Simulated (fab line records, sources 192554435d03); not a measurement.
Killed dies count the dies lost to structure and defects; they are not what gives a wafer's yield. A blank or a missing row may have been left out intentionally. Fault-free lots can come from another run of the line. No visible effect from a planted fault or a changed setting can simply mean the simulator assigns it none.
Lot-split experiment	flow n5_finfet	39 wafers read from 7 lots, route of 1938 steps

ON THE SPLIT
At N5_SD_EPI_N_DESCUM_14 (chemistry O2, time 7.9 s), the setting time_s was moved away from the recipe's 7.9 s on 12 of the 39 wafers read, by +17.1% to +57.0%. The other wafers ran this setting at the recipe's value.

The reading comes from the split's own step.

THE READING
CAR-ArF-block_of_SD_EPI_N_COAT_03.thk_nm (the simulator's own value, which no gauge read), in nm, at N5_SD_EPI_N_DESCUM_14 (chemistry O2, time 7.9 s). No usual value for it is given in the file. The 27 wafers here that ran the recipe average 143.8 nm, standard deviation 0.48 nm.

wafer	tool, chamber at the split	time_s as run, s	against the recipe	CAR-ArF-block_of_SD_EPI_N_COAT_03.thk_nm, nm	against lot-mates on the recipe
L074.2	rie_diel-06, 1,0	7.9	recipe	143.6	-
L074.4	rie_diel-06, 1,0	7.9	recipe	143.6	-
L074.6	rie_diel-06, 1	7.9	recipe	144.2	-
L076.1	rie_diel-05, 1	7.9	recipe	144.2	-
L076.2	rie_diel-05, 0,2	10.32	+30.6%	142.6	-1.8
L076.4	rie_diel-05, 0,2	10.32	+30.6%	142.6	-1.8
L076.3	rie_diel-05, 3	7.9	recipe	144.4	-
L076.5	rie_diel-05, 3	7.9	recipe	144.6	-
L076.6	rie_diel-05, 0	10.32	+30.6%	142.8	-1.6
L086.1	rie_diel-05, 2,0,3,3	7.9	recipe	144.4	-
L086.2	rie_diel-05, 2,0,3,3	7.9	recipe	144.4	-
L086.3	rie_diel-05, 2,0,3,3	7.9	recipe	144.4	-
L086.5	rie_diel-05, 2,0,3,3	7.9	recipe	144.4	-
L086.4	rie_diel-05, 1	7.9	recipe	144.6	-
L086.6	rie_diel-05, 2	7.9	recipe	144.2	-
L090.1	rie_diel-06, 2	12.4	+57.0%	140.2	-3.1
L090.2	rie_diel-06, 1	12.4	+57.0%	141	-2.3
L090.3	rie_diel-06, 3,1	7.9	recipe	143.2	-
L090.6	rie_diel-06, 3,1	7.9	recipe	143.2	-
L090.4	rie_diel-06, 3	7.9	recipe	143.4	-
L090.5	rie_diel-06, 2	12.4	+57.0%	140.4	-2.9
L092.1	rie_diel-02, 3	7.9	recipe	143.6	-
L092.2	rie_diel-02, 1	12.04	+52.4%	141	-2.6
L092.3	rie_diel-02, 0	7.9	recipe	143.8	-
L092.4	rie_diel-02, 2	12.04	+52.4%	141.4	-2.2
L092.5	rie_diel-02, 3	7.9	recipe	143.4	-
L092.6	rie_diel-02, 2	12.04	+52.4%	141.2	-2.4
L093.1	rie_diel-06, 1,0,1,0	7.9	recipe	143.4	-
L093.4	rie_diel-06, 1,0,1,0	7.9	recipe	143.4	-
L093.5	rie_diel-06, 1,0,1,0	7.9	recipe	143.4	-
L093.6	rie_diel-06, 1,0,1,0	7.9	recipe	143.4	-
L093.2	rie_diel-06, 2	7.9	recipe	143.2	-
L093.3	rie_diel-06, 3	7.9	recipe	143.8	-
L096.1	rie_diel-05, 2	7.9	recipe	143.4	-
L096.2	rie_diel-05, 1,0,1	9.254	+17.1%	142.2	-1.2
L096.3	rie_diel-05, 1,0,1	9.254	+17.1%	142.2	-1.2
L096.6	rie_diel-05, 1,0,1	9.254	+17.1%	142.2	-1.2
L096.4	rie_diel-05, 3	7.9	recipe	143.2	-
L096.5	rie_diel-05, 0	7.9	recipe	143.6	-
Where a row lists several chambers, the file gives one row for several wafers and doesn't say which wafer went through which chamber.

FIT RESULTS
A straight line over all 39 wafers: CAR-ArF-block_of_SD_EPI_N_COAT_03.thk_nm changes by -0.0525 nm for each +1% of time_s; r = -0.91; the points scatter about the line by 0.5 nm.
The same after taking each lot's own level away (the mean of its wafers on the recipe; 39 wafers): -0.0484 nm for each +1%; r = -0.98; scatter 0.22 nm.
The reading moves by 2.8 nm for the largest change in time_s, on that fit.
The span of the lots' own levels, 143.27 to 144.40 nm, comes to 2.4 times the standard deviation stated above.
Consequently the slope shifts little with the lot-to-lot level, the two slopes agreeing.
Check: with one of the wafers moved furthest among these (+57.0%) left out of the fit, the line predicts -2.74 nm for it against its lot-mates. Against them it came out at -3.07 nm.

THESE WAFERS: OTHER SPLITS
Note: prior to the reading, these wafers also went through further splits. Each is held against what the fit with the lots' levels taken away leaves over:
other split on the same wafers	wafers away from the commonest value	r with CAR-ArF-block_of_SD_EPI_N_COAT_03.thk_nm (lot level and that fit taken away)
N5_ZERO_LAYER_PECVD_02 time_s	18	-0.18
N5_FIN_SAQP_HM_DEP_03 time_s	15	+0.13

THE FILE'S OWN FIT
CAR-ArF-block_of_SD_EPI_N_COAT_03.thk_nm changes by -0.0492 nm for each +1% of time_s, r = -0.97.
